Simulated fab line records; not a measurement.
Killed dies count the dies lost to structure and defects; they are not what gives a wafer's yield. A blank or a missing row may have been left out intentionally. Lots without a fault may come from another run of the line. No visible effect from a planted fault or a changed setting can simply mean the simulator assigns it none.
fab line records -- flow nand-harc
[record] lots = 6, wafers = 18, last-day = 24
route steps=1159 shown A_STAIRCASE@743 A_SGD_CUT@747
lots with no fault: from the same line, run without faults
start-h: hours from the record's first day to the start of the lot's first wafer shown -- wait-h: hours since the lot's step before -- " unchanged from the row above -- L1.1+2: a row that stands for several wafers -- - no value present, or no start provided -- * or withheld: withheld -- < > ~ a bound
route shown NAME@n: names a module that has steps shown in the file, with the first one's number in the route -- usual: mean/standard deviation taken from wafers without a fault -- same: alike in all rows -- chamber/n: place in a boat -- sites: per-site readings -- _std_site: their standard deviation -- _edge_site: inner sites' mean taken away from outer sites' mean -- radius-mm: for every site, how far away it sits from the centre of the wafer -- mask NAME#n: copy n -- behind: the tool/chamber that last shaped the wafer -- hold: why the lot was held/for how many hours/how that ended -- device: transistor that didn't switch, given as n, p or np -- end of line: the tests these same wafers got at the end of their route -- a step with no rows: only its recipe -- killed: dies lost to structure and defects at the first sort, not the wafer's yield -- map: the dies of a wafer, with x for killed, . for not killed, _ for no die there
set.NAME: the setting as run; set.NAME@STEP: as run at that earlier step -- model.NAME: the simulator's own value behind a step, which no gauge read
certain route steps with their lots: each step a table, each wafer a row
services: a tool's chamber out of use, with start hour (start-h, from the record's first day; less than 0 if before it), hours out, and reason
[[steps]]
[step NHARC_A_STAIRCASE_CMP_472]
[recipe] material = SiO2
[usual] motor-current-A = 11.9/0.92
lot.wafer,tool,chamber,start-h,wait-h,motor-current-A
L701.4,cmp-01,1,338.81,0.2,12.0
L701.2,cmp-01,2,338.81,0.2,11.3
L701.6,cmp-01,0,338.81,0.2,11.9
L705.4,cmp-01,2,359.07,0.2,11.0
L705.3,cmp-01,0,359.07,0.2,12.2
L705.6,cmp-01,1,359.07,0.2,13.0
L706.2,cmp-01,0,365.32,0.3,12.8
L706.1,cmp-01,1,365.32,0.3,12.7
L706.6,cmp-01,0,365.32,0.3,12.0
L711.2,cmp-02,3,386.81,0.3,10.5
L711.1,cmp-02,0,386.81,0.3,13.0
L711.3,cmp-02,1,386.81,0.3,12.3
L716.1,cmp-01,0,431.41,0.2,13.1
L716.3,cmp-01,3,431.41,0.2,11.9
L716.5,cmp-01,0,431.41,0.2,12.7
L719.4,cmp-02,3,431.84,0.2,11.1
L719.3,cmp-02,0,431.84,0.2,12.8
L719.6,cmp-02,3,431.84,0.2,10.5
[step NHARC_A_STAIRCASE_SRD_474]
[step NHARC_A_STAIRCASE_INSPECT_155]
[usual] raw-defect-count = 379/150
lot.wafer,tool,chamber,start-h,wait-h,raw-defect-count
L701.2,defect-inspect-01,-,339.14,0.1,577
L701.4,defect-inspect-01,-,339.14,0.1,455
L701.6,defect-inspect-01,-,339.14,0.1,415
L705.3,defect-inspect-02,-,359.39,0.1,218
L705.4,defect-inspect-02,-,359.39,0.1,358
L705.6,defect-inspect-02,-,359.39,0.1,286
L706.1,defect-inspect-02,-,365.63,0.1,538
L706.2,defect-inspect-02,-,365.63,0.1,377
L706.6,defect-inspect-02,-,365.63,0.1,592
L711.1,defect-inspect-02,-,387.13,0.1,179
L711.2,defect-inspect-02,-,387.13,0.1,271
L711.3,defect-inspect-02,-,387.13,0.1,253
L716.1,defect-inspect-02,-,431.75,0.1,294
L716.3,defect-inspect-02,-,431.75,0.1,241
L716.5,defect-inspect-02,-,431.75,0.1,268
L719.3,defect-inspect-01,-,432.16,0.1,696
L719.4,defect-inspect-01,-,432.16,0.1,684
L719.6,defect-inspect-01,-,432.16,0.1,592
[step NHARC_A_SGD_CUT_DEP_00]
[recipe] target-thk-a = 500, temp-c = 400, target-thk-nm = 50, flow-sccm = 200, rf-w = 450, material = SiNx
[usual] heater-power-w = 713/92
lot.wafer,tool,chamber,start-h,wait-h,heater-power-w
L701.2,pecvd-04,2,339.23,0.1,716
L701.6,pecvd-04,2,339.23,0.1,739
L701.4,pecvd-04,0,339.23,0.1,829
L705.3,pecvd-02,0,359.48,0.1,541
L705.4,pecvd-02,0,359.48,0.1,528
L705.6,pecvd-02,1,359.48,0.1,598
L706.2,pecvd-04,1,365.70,0.1,877
L706.1,pecvd-04,0,365.70,0.1,835
L706.6,pecvd-04,1,365.70,0.1,881
L711.1,pecvd-03,2,387.19,0.1,594
L711.3,pecvd-03,0,387.19,0.1,703
L711.2,pecvd-03,1,387.19,0.1,789
L716.1,pecvd-02,0,431.82,0.1,642
L716.3,pecvd-02,2,431.82,0.1,825
L716.5,pecvd-02,2,431.82,0.1,820
L719.3,pecvd-02,1,432.23,0.1,675
L719.6,pecvd-02,2,432.23,0.1,705
L719.4,pecvd-02,0,432.23,0.1,618
[step NHARC_A_SGD_CUT_DEHYDRATE_01]
[recipe] temp-c = 150, time-s = 120
[step NHARC_A_SGD_CUT_HMDS_02]
[recipe] time-s = 30
[step NHARC_A_SGD_CUT_COAT_56]
[recipe] temp-c = 260, time-s = 75
[step NHARC_A_SGD_CUT_COAT_57]
[recipe] temp-c = 225, time-s = 65
[step NHARC_A_SGD_CUT_COAT_03]
[recipe] spin-rpm = 1500, resist-thk-nm = 90
[step NHARC_A_SGD_CUT_SOFTBAKE_04]
[recipe] temp-c = 105, time-s = 55
[step NHARC_A_SGD_CUT_EBR_05]
[step NHARC_A_SGD_CUT_EXPOSE_06]
[recipe] na = 1.35, dose-mj = 85.59, mask-id = SGD
[usual] exposure-dose-mJ-cm2 = 85.49/0.15, focus-offset-nm = 0.0/0.61
lot.wafer,tool,chamber,start-h,wait-h,mask,exposure-dose-mJ-cm2,focus-offset-nm
L701.2,arfi-scanner-02,0,339.79,-,SGD#0,85.29,0.2
L701.4,arfi-scanner-02,0,339.79,-,SGD#0,85.46,0.3
L701.6,arfi-scanner-02,0,339.79,-,SGD#0,85.28,1.1
L705.3,arfi-scanner-02,-,360.05,-,SGD#0,-,-
L705.4,arfi-scanner-02,-,360.05,-,SGD#0,-,-
L705.6,arfi-scanner-02,-,360.05,-,SGD#0,-,-
L706.1,arfi-scanner-02,-,366.15,-,SGD#0,-,-
L706.2,arfi-scanner-02,-,366.15,-,SGD#0,-,-
L706.6,arfi-scanner-02,-,366.15,-,SGD#0,-,-
L711.1,arfi-scanner-03,0,387.78,-,SGD#0,85.47,0.0
L711.2,arfi-scanner-03,0,387.78,-,SGD#0,85.52,0.9
L711.3,arfi-scanner-03,0,387.78,-,SGD#0,85.62,0.2
L716.1,arfi-scanner-02,0,432.40,-,SGD#0,85.46,0.5
L716.3,arfi-scanner-02,0,432.40,-,SGD#0,85.57,1.1
L716.5,arfi-scanner-02,0,432.40,-,SGD#0,85.36,0.3
L719.3,arfi-scanner-01,0,432.82,-,SGD#0,85.59,0.4
L719.4,arfi-scanner-01,0,432.82,-,SGD#0,85.63,-0.7
L719.6,arfi-scanner-01,0,432.82,-,SGD#0,85.63,0.4
[step NHARC_A_SGD_CUT_PEB_07]
[recipe] peb-temp-c = 100, peb-time-s = 65
[[services]]
tool,chamber,start-h,hours,kind
pecvd-03,1,317.13,7.1,repair
cmp-02,-,324.52,4.0,pm
cmp-01,-,330.72,6.4,repair
arfi-scanner-01,-,333.80,1.3,repair
pecvd-02,-,334.02,13.0,pm
pecvd-02,0,334.02,13.0,vent-cycle
pecvd-02,1,334.02,13.0,vent-cycle
pecvd-02,2,334.02,13.0,vent-cycle
arfi-scanner-03,-,340.51,1.4,repair
cmp-01,-,346.05,1.5,repair
pecvd-02,0,347.02,-,clean
pecvd-03,-,350.68,0.5,repair
pecvd-03,0,363.69,11.1,repair
arfi-scanner-01,-,368.00,4.0,pm
cmp-01,-,375.63,4.0,pm
pecvd-04,-,376.00,13.0,pm
cmp-01,-,379.63,-,consumable-replace:conditioner
cmp-01,-,379.63,-,consumable-replace:pad
cmp-02,-,382.56,0.5,repair
cmp-02,-,390.83,4.8,repair
arfi-scanner-03,-,413.44,2.8,repair
cmp-02,-,422.52,4.0,pm
arfi-scanner-02,0,424.69,-,calibration
arfi-scanner-02,-,428.00,4.0,pm
[[key]]
[first-sign] step = NHARC_A_SGD_CUT_EXPOSE_06, reading = tool-record, direction = missing
effect none on later readings
met-at NHARC_A_SGD_CUT_EXPOSE_06
struck-wafers L705.3,L705.4,L705.6,L706.1,L706.2,L706.6
later-rows-left-out L705.3,L705.4,L705.6,L706.1,L706.2,L706.6
sort-left-out L705.3,L705.4,L705.6,L706.1,L706.2,L706.6
tester-left-out L705,L706
onset-between 339.79 360.05
[fault] kind = skipped-step-whole, tool = arfi-scanner-02, chamber = -, onset-h = 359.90, steps = NHARC_A_SGD_CUT_EXPOSE_06, scope = struck-lots-only
// tester-left-out: of these lots the tester's yield and bins aren't shown, on N5 and GAA mostly nor the transistor test; their killed dies are dies lost to structure and defects alone, not to doping, threshold or leakage, so they don't give the yield
// sort-left-out: the simulated sort isn't trusted on such a fault, so these wafers' sort isn't shown, and their yield isn't known
// later-rows-left-out: the simulator's readings of these wafers behind a module that went badly wrong aren't trusted and aren't shown, but for the sort
